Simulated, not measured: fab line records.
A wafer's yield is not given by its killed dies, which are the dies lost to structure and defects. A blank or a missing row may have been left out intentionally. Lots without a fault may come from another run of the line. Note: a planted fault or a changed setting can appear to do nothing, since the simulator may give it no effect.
fab line records | flow nand_harc
[record] lots = 7 | wafers = 21 | last_day = 24
route steps=1159 shown A_ONON_D1@438 A_CHANNEL_HOLE_D1@450
lots that met no fault: from a run of the same line without faults
start_h: hours from the record's opening day to when the first of the lot's shown wafers began | wait_h: hours since the lot's step before | " the same as in the row above | L1.1+2: one row covering several wafers at once | - no value present, or no start provided | * or withheld: withheld | < > ~ a bound
route shown NAME@n: names a module that has steps shown in the file, with the first one's number in the route | usual: mean and standard deviation over wafers with no fault | same: alike in all rows | chamber/n: place in a boat | sites: the reading at each site | _std_site: the values' standard deviation | _edge_site: inner sites' mean taken away from outer sites' mean | radius_mm: for every site, how far away it sits from the centre of the wafer | mask NAME#n: copy n | behind: the tool/chamber that last shaped the wafer | hold: cause of the lot's hold/its duration in hours/its outcome | device: whichever transistor did not switch (one of n, p or np) | end of line: tests of these same wafers at the route's end | a step given without rows: its recipe and nothing more | killed: count of dies lost to structure and defects at first sort (not the wafer's yield) | map: a wafer's dies, x killed, . not, _ none there
set.NAME: the run value of the setting; set.NAME@STEP: its run value at that earlier step | model.NAME: the simulator's own value behind a step, which no gauge read
lots seen at some steps along the route; tables by step, rows by wafer
services: from which hour (start_h, from the record's first day; less than 0 if before it) a tool's chamber was out of use, for how many hours, and why
[[steps]]
[step NHARC_A_ONON_D1_DEP_19]
[recipe] target_thk_a = 10000 | n2_flow_sccm = 2750 | n2o_flow_sccm = 2000 | nh3_flow_sccm = 500 | sih4_flow_sccm = 210 | temp_c = 400
[step NHARC_A_ONON_D1_THK_MEAS_21]
[recipe] thk_meas_gauge = ellipsometry
[usual] thk_nm = 999/11
lot.wafer | tool          | chamber | start_h | wait_h | thk_nm
L219.3    | film_metro-02 | -       | 180.04  | -      | 993
L219.4    | "             | -       | "       | "      | 993
L219.5    | "             | -       | "       | "      | 994
L222.1    | film_metro-01 | -       | 188.64  | -      | 1015
L222.3    | "             | -       | "       | "      | 1018
L222.6    | "             | -       | "       | "      | 1016
L224.1    | film_metro-02 | -       | 199.86  | -      | 1012
L224.2    | "             | -       | "       | "      | 1014
L224.6    | "             | -       | "       | "      | 1013
L225.2    | film_metro-02 | -       | 208.63  | -      | 1020
L225.3    | "             | -       | "       | "      | 1018
L225.6    | "             | -       | "       | "      | 1019
L234.1    | film_metro-02 | -       | 266.50  | -      | 998
L234.2    | "             | -       | "       | "      | 996
L234.5    | "             | -       | "       | "      | 996
L237.2    | film_metro-01 | -       | 279.55  | -      | 1000
L237.5    | "             | -       | "       | "      | 1000
L237.6    | "             | -       | "       | "      | 1000
L242.3    | film_metro-02 | -       | 308.35  | -      | 988
L242.4    | "             | -       | "       | "      | 990
L242.6    | "             | -       | "       | "      | 988
[step NHARC_A_ONON_D1_DEP_22]
[recipe] target_thk_a = 10000 | n2_flow_sccm = 2750 | n2o_flow_sccm = 2000 | nh3_flow_sccm = 500 | sih4_flow_sccm = 210 | temp_c = 400
[step NHARC_A_ONON_D1_THK_MEAS_24]
[recipe] thk_meas_gauge = ellipsometry
[usual] thk_nm = 998/11
lot.wafer | tool          | chamber | start_h | wait_h | thk_nm
L219.3    | film_metro-01 | -       | 180.61  | -      | 990
L219.4    | "             | -       | "       | "      | 991
L219.5    | "             | -       | "       | "      | 993
L222.1    | film_metro-01 | -       | 189.35  | -      | 994
L222.3    | "             | -       | "       | "      | 995
L222.6    | "             | -       | "       | "      | 994
L224.1    | film_metro-01 | -       | 200.56  | -      | 1017
L224.2    | "             | -       | "       | "      | 1017
L224.6    | "             | -       | "       | "      | 1015
L225.2    | film_metro-02 | -       | 209.20  | -      | 1001
L225.3    | "             | -       | "       | "      | 1002
L225.6    | "             | -       | "       | "      | 1004
L234.1    | film_metro-02 | -       | 267.07  | -      | 1002
L234.2    | "             | -       | "       | "      | 1002
L234.5    | "             | -       | "       | "      | 1002
L237.2    | film_metro-01 | -       | 280.41  | -      | 992
L237.5    | "             | -       | "       | "      | 991
L237.6    | "             | -       | "       | "      | 992
L242.3    | film_metro-02 | -       | 308.92  | -      | 983
L242.4    | "             | -       | "       | "      | 981
L242.6    | "             | -       | "       | "      | 981
[step NHARC_A_ONON_D1_DEP_25]
[recipe] target_thk_a = 10000 | n2_flow_sccm = 2750 | n2o_flow_sccm = 2000 | nh3_flow_sccm = 500 | sih4_flow_sccm = 210 | temp_c = 400
[step NHARC_A_ONON_D1_THK_MEAS_27]
[recipe] thk_meas_gauge = ellipsometry
[usual] thk_nm = 1003/11
lot.wafer | tool          | chamber | start_h | wait_h | thk_nm
L219.3    | film_metro-01 | -       | 181.21  | -      | 1006
L219.4    | "             | -       | "       | "      | 1004
L219.5    | "             | -       | "       | "      | 1004
L222.1    | film_metro-01 | -       | 190.05  | -      | 986
L222.3    | "             | -       | "       | "      | 986
L222.6    | "             | -       | "       | "      | 985
L224.1    | film_metro-01 | -       | 201.26  | -      | 1009
L224.2    | "             | -       | "       | "      | 1010
L224.6    | "             | -       | "       | "      | 1009
L225.2    | film_metro-01 | -       | 209.76  | -      | 998
L225.3    | "             | -       | "       | "      | 998
L225.6    | "             | -       | "       | "      | 998
L234.1    | film_metro-02 | -       | 267.65  | -      | 1014
L234.2    | "             | -       | "       | "      | 1014
L234.5    | "             | -       | "       | "      | 1014
L237.2    | film_metro-01 | -       | 280.97  | -      | 1001
L237.5    | "             | -       | "       | "      | 1000
L237.6    | "             | -       | "       | "      | 999
L242.3    | film_metro-02 | -       | 309.48  | -      | 989
L242.4    | "             | -       | "       | "      | 990
L242.6    | "             | -       | "       | "      | 991
[step NHARC_A_ONON_D1_DEP_28]
[recipe] target_thk_a = 10000 | n2_flow_sccm = 2750 | n2o_flow_sccm = 2000 | nh3_flow_sccm = 500 | sih4_flow_sccm = 210 | temp_c = 400
[step NHARC_A_ONON_D1_THK_MEAS_30]
[recipe] thk_meas_gauge = ellipsometry
[usual] thk_nm = 997/9.9
lot.wafer | tool          | chamber | start_h | wait_h | thk_nm
L219.3    | film_metro-01 | -       | 181.77  | -      | 999
L219.4    | "             | -       | "       | "      | 1000
L219.5    | "             | -       | "       | "      | 1000
L222.1    | film_metro-02 | -       | 190.75  | -      | 991
L222.3    | "             | -       | "       | "      | 994
L222.6    | "             | -       | "       | "      | 991
L224.1    | film_metro-01 | -       | 201.83  | -      | 1005
L224.2    | "             | -       | "       | "      | 1004
L224.6    | "             | -       | "       | "      | 1002
L225.2    | film_metro-02 | -       | 210.33  | -      | 992
L225.3    | "             | -       | "       | "      | 993
L225.6    | "             | -       | "       | "      | 994
L234.1    | film_metro-02 | -       | 268.26  | -      | 1011
L234.2    | "             | -       | "       | "      | 1008
L234.5    | "             | -       | "       | "      | 1011
L237.2    | film_metro-02 | -       | 281.55  | -      | 1007
L237.5    | "             | -       | "       | "      | 1006
L237.6    | "             | -       | "       | "      | 1007
L242.3    | film_metro-02 | -       | 310.05  | -      | 996
L242.4    | "             | -       | "       | "      | 996
L242.6    | "             | -       | "       | "      | 993
[step NHARC_A_ONON_D1_DEP_33]
[recipe] target_thk_a = 2000 | temp_c = 400 | pressure_torr = 6.5 | rf_w = 900 | teos_flow_sccm = 161.4 | flow_sccm = 2650 | target_thk_nm = 200 | gas = O2 | material = SiO2
[usual] heater_power_w = 562/120 | susceptor_temp_C = 399.99/0.22 | throttle_valve_pct = 16.0/0.59
lot.wafer | tool     | chamber | start_h | wait_h | heater_power_w | susceptor_temp_C | throttle_valve_pct
L219.3    | pecvd-04 | 0       | 181.82  | 0.1    | 613            | 399.64           | 16.1
L219.4    | "        | 1       | "       | "      | 802            | 399.98           | 15.7
L219.5    | "        | 2       | "       | "      | 388            | 400.18           | 16.1
L222.3    | pecvd-04 | 2       | 190.81  | 0.1    | 385            | 399.65           | 16.1
L222.1    | "        | 1       | "       | "      | 818            | 400.52           | 16.1
L222.6    | "        | 1       | "       | "      | 824            | 400.14           | 16.1
L224.1    | pecvd-03 | 0       | 202.34  | 0.5    | 554            | 399.74           | 16.4
L224.2    | "        | 1       | "       | "      | 579            | 400.33           | 15.4
L224.6    | "        | 0       | "       | "      | 406            | 399.91           | 16.2
L225.2    | pecvd-01 | 2       | 210.43  | 0.1    | 446            | 400.03           | 17.1
L225.3    | "        | 0       | "       | "      | 593            | 400.08           | 16.0
L225.6    | "        | 2       | "       | "      | 453            | 400.29           | 17.3
L234.2    | pecvd-04 | 1       | 268.35  | 0.1    | 745            | 400.06           | 16.3
L234.1    | "        | 2       | "       | "      | 321            | 400.14           | 16.0
L234.5    | "        | 2       | "       | "      | 327            | 400.18           | 15.7
L237.2    | pecvd-04 | 2       | 281.60  | 0.1    | 391            | 400.11           | 16.0
L237.6    | "        | 0       | "       | "      | 508            | 399.83           | 16.2
L237.5    | "        | 1       | "       | "      | 776            | 399.92           | 16.4
L242.3    | pecvd-04 | 2       | 310.15  | 0.1    | 397            | 399.62           | 15.8
L242.6    | "        | 1       | "       | "      | 792            | 400.10           | 16.3
L242.4    | "        | 0       | "       | "      | 531            | 400.15           | 16.1
[step NHARC_A_ONON_D1_THK_MEAS_34]
[recipe] thk_meas_gauge = ellipsometry
[usual] thk_nm = 199.4/2.7
lot.wafer | tool          | chamber | start_h | wait_h | thk_nm
L219.3    | film_metro-02 | -       | 182.24  | -      | 195.6
L219.4    | "             | -       | "       | "      | 197.3
L219.5    | "             | -       | "       | "      | 197.0
L222.1    | film_metro-02 | -       | 191.23  | -      | 196.5
L222.3    | "             | -       | "       | "      | 195.3
L222.6    | "             | -       | "       | "      | 199.7
L224.1    | film_metro-02 | -       | 202.75  | -      | 196.5
L224.2    | "             | -       | "       | "      | 199.9
L224.6    | "             | -       | "       | "      | 201.5
L225.2    | film_metro-01 | -       | 210.79  | -      | 193.9
L225.3    | "             | -       | "       | "      | 195.6
L225.6    | "             | -       | "       | "      | 201.0
L234.1    | film_metro-01 | -       | 268.76  | -      | 198.9
L234.2    | "             | -       | "       | "      | 199.2
L234.5    | "             | -       | "       | "      | 202.7
L237.2    | film_metro-02 | -       | 282.02  | -      | 199.2
L237.5    | "             | -       | "       | "      | 201.4
L237.6    | "             | -       | "       | "      | 199.9
L242.3    | film_metro-02 | -       | 310.52  | -      | 201.1
L242.4    | "             | -       | "       | "      | 198.0
L242.6    | "             | -       | "       | "      | 202.3
[step NHARC_A_ONON_D1_INSPECT_32]
[usual] raw_defect_count = 74/25
lot.wafer | tool              | chamber | start_h | wait_h | raw_defect_count
L219.3    | defect_inspect-02 | -       | 182.30  | 0.0    | 65
L219.4    | "                 | -       | "       | "      | 59
L219.5    | "                 | -       | "       | "      | 57
L222.1    | defect_inspect-02 | -       | 191.29  | 0.0    | 60
L222.3    | "                 | -       | "       | "      | 81
L222.6    | "                 | -       | "       | "      | 130
L224.1    | defect_inspect-02 | -       | 202.81  | 0.0    | 37
L224.2    | "                 | -       | "       | "      | 59
L224.6    | "                 | -       | "       | "      | 38
L225.2    | defect_inspect-01 | -       | 210.86  | 0.0    | 52
L225.3    | "                 | -       | "       | "      | 63
L225.6    | "                 | -       | "       | "      | 65
L234.1    | defect_inspect-01 | -       | 268.82  | 0.0    | 89
L234.2    | "                 | -       | "       | "      | 89
L234.5    | "                 | -       | "       | "      | 63
L237.2    | defect_inspect-02 | -       | 282.09  | 0.0    | 80
L237.5    | "                 | -       | "       | "      | 69
L237.6    | "                 | -       | "       | "      | 101
L242.3    | defect_inspect-01 | -       | 310.59  | 0.0    | 54
L242.4    | "                 | -       | "       | "      | 80
L242.6    | "                 | -       | "       | "      | 67
[step NHARC_A_CHANNEL_HOLE_D1_DEP_00]
[recipe] target_thk_a = 31000 | temp_c = 400 | material = aC
[usual] susceptor_temp_C = 399.95/0.21 | throttle_valve_pct = 35.001/0.0087
lot.wafer | tool       | chamber | start_h | wait_h | susceptor_temp_C | throttle_valve_pct
L219.3    | acl_dep-01 | 0       | 183.74  | 1.4    | -                | 34.994
L219.4    | "          | 0       | "       | "      | -                | 35.000
L219.5    | "          | 0       | "       | "      | -                | 35.009
L222.1    | acl_dep-03 | 0       | 191.36  | 0.1    | 399.97           | 34.995
L222.3    | "          | 0       | "       | "      | 399.67           | 35.002
L222.6    | "          | 0       | "       | "      | 399.86           | 34.984
L222.1    | acl_dep-03 | 0       | 193.50  | 1.8    | 400.19           | 34.997
L222.3    | "          | 0       | "       | "      | 400.07           | 35.005
L222.6    | "          | 0       | "       | "      | 400.29           | 35.002
L224.1    | acl_dep-03 | 0       | 203.11  | 0.3    | -                | 34.997
L224.2    | "          | 0       | "       | "      | -                | 34.992
L224.6    | "          | 0       | 204.68  | 1.9    | -                | 35.005
L224.1    | acl_dep-01 | 0       | 206.12  | 2.7    | -                | 35.006
L224.2    | "          | 0       | "       | "      | -                | 35.000
L224.6    | "          | 0       | 207.68  | 2.7    | -                | 34.993
L225.2    | acl_dep-01 | 0       | 211.24  | 0.4    | 399.96           | 35.014
L225.3    | "          | 0       | "       | "      | 400.09           | 34.997
L225.6    | "          | 0       | "       | "      | 400.06           | 34.999
L225.2    | acl_dep-03 | 0       | 213.46  | 1.9    | 399.39           | 34.991
L225.3    | "          | 0       | "       | "      | 399.61           | 35.015
L225.6    | "          | 0       | "       | "      | 399.54           | 35.016
L234.1    | acl_dep-03 | 0       | 268.89  | 0.1    | -                | 34.995
L234.2    | "          | 0       | "       | "      | -                | 34.987
L234.5    | "          | 0       | "       | "      | -                | 35.015
L237.2    | acl_dep-01 | 0       | 282.47  | 0.4    | -                | 35.000
L237.5    | "          | 0       | "       | "      | -                | 34.999
L237.6    | "          | 0       | "       | "      | -                | 35.010
L242.3    | acl_dep-01 | 0       | 311.80  | 1.2    | 399.54           | 34.998
L242.4    | "          | 0       | "       | "      | 399.68           | 35.000
L242.6    | "          | 0       | "       | "      | 399.70           | 35.001
[step NHARC_A_CHANNEL_HOLE_D1_DEP_01]
[recipe] target_thk_a = 1400 | target_thk_nm = 140 | temp_c = 400 | pressure_torr = 3.5 | flow_sccm = 200 | rf_w = 350 | material = SiON
[usual] heater_power_w = 733/120 | susceptor_temp_C = 400.02/0.22
lot.wafer | tool     | chamber | start_h | wait_h | heater_power_w | susceptor_temp_C
L219.3    | pecvd-03 | 2       | 185.07  | 1.0    | 763            | 399.80
L219.5    | "        | 0       | "       | "      | 596            | 400.17
L219.4    | "        | 1       | "       | "      | 766            | 400.09
L222.1    | pecvd-03 | 0       | 195.66  | 1.8    | 726            | 399.77
L222.3    | "        | 1       | "       | "      | 755            | 399.92
L222.6    | "        | 1       | "       | "      | 750            | 399.97
L224.2    | pecvd-03 | 2       | 208.07  | 1.3    | 698            | 400.10
L224.1    | "        | 0       | "       | "      | 689            | 400.13
L224.6    | "        | 0       | "       | "      | 711            | 400.21
L225.3    | pecvd-03 | 1       | 215.06  | 1.0    | 699            | 399.87
L225.2    | "        | 0       | "       | "      | 684            | 399.99
L225.6    | "        | 1       | "       | "      | 701            | 399.67
L234.1    | pecvd-03 | 0       | 270.81  | 1.6    | 676            | 399.70
L234.2    | "        | 1       | "       | "      | 708            | 399.89
L234.5    | "        | 0       | "       | "      | 663            | 399.96
L237.2    | pecvd-03 | 0       | 284.07  | 1.3    | 599            | 399.96
L237.6    | "        | 0       | "       | "      | 623            | 400.05
L237.5    | "        | 2       | "       | "      | 710            | 399.94
L242.3    | pecvd-02 | 0       | 313.15  | 1.0    | 559            | 400.05
L242.6    | "        | 2       | "       | "      | 821            | 399.54
L242.4    | "        | 0       | "       | "      | 581            | 400.33
[[services]]
tool       | chamber | start_h | hours | kind
pecvd-02   | 0       | 166.61  | -     | clean
pecvd-02   | 1       | 166.61  | -     | clean
pecvd-02   | 2       | 166.61  | -     | clean
pecvd-02   | -       | 180.19  | 3.1   | repair
pecvd-04   | -       | 195.16  | 13.0  | pm
pecvd-04   | 0       | 195.16  | 13.0  | vent_cycle
pecvd-04   | 1       | 195.16  | 13.0  | vent_cycle
pecvd-04   | 2       | 195.16  | 13.0  | vent_cycle
pecvd-04   | 0       | 208.16  | -     | clean
pecvd-04   | 1       | 208.16  | -     | clean
pecvd-04   | 2       | 208.16  | -     | clean
pecvd-04   | 0       | 219.42  | 5.4   | repair
acl_dep-03 | -       | 225.24  | 13.0  | pm
pecvd-01   | -       | 237.00  | 13.0  | pm
pecvd-01   | 0       | 237.00  | 13.0  | vent_cycle
pecvd-01   | 1       | 237.00  | 13.0  | vent_cycle
pecvd-03   | -       | 292.20  | 13.0  | pm
pecvd-03   | 0       | 292.20  | 13.0  | vent_cycle
pecvd-03   | 1       | 292.20  | 13.0  | vent_cycle
pecvd-03   | 2       | 292.20  | 13.0  | vent_cycle
acl_dep-01 | -       | 292.26  | 13.0  | pm
pecvd-03   | 0       | 305.20  | -     | clean
pecvd-03   | 1       | 305.20  | -     | clean
pecvd-03   | 2       | 305.20  | -     | clean
[[key]]
[first_sign] step = NHARC_A_CHANNEL_HOLE_D1_DEP_00 | reading = visit | direction = added
effect none on later readings
met_at NHARC_A_CHANNEL_HOLE_D1_DEP_00
struck_wafers L222.1,L222.3,L222.6,L224.1,L224.2,L224.6,L225.2,L225.3,L225.6
later_rows_left_out L222.1,L222.3,L222.6,L224.1,L224.2,L224.6,L225.2,L225.3,L225.6
sort_left_out L222.1,L222.3,L222.6,L224.1,L224.2,L224.6,L225.2,L225.3,L225.6
tester_left_out L222,L224,L225
[fault] kind = repeated_step_whole | tool = acl_dep-01,acl_dep-02,acl_dep-03 | chamber = - | onset_h = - | steps = NHARC_A_CHANNEL_HOLE_D1_DEP_00 | times = 1 | scope = struck_lots_only
// tester_left_out: of these lots the tester's yield and bins aren't shown, on N5 and GAA mostly nor the transistor test; their killed dies are dies lost to structure and defects alone, not to doping, threshold or leakage, so they don't give the yield
// sort_left_out: the simulated sort isn't trusted on such a fault, so these wafers' sort isn't shown, and their yield isn't known
// later_rows_left_out: the simulator's readings of these wafers behind a module that went badly wrong aren't trusted and aren't shown, but for the sort
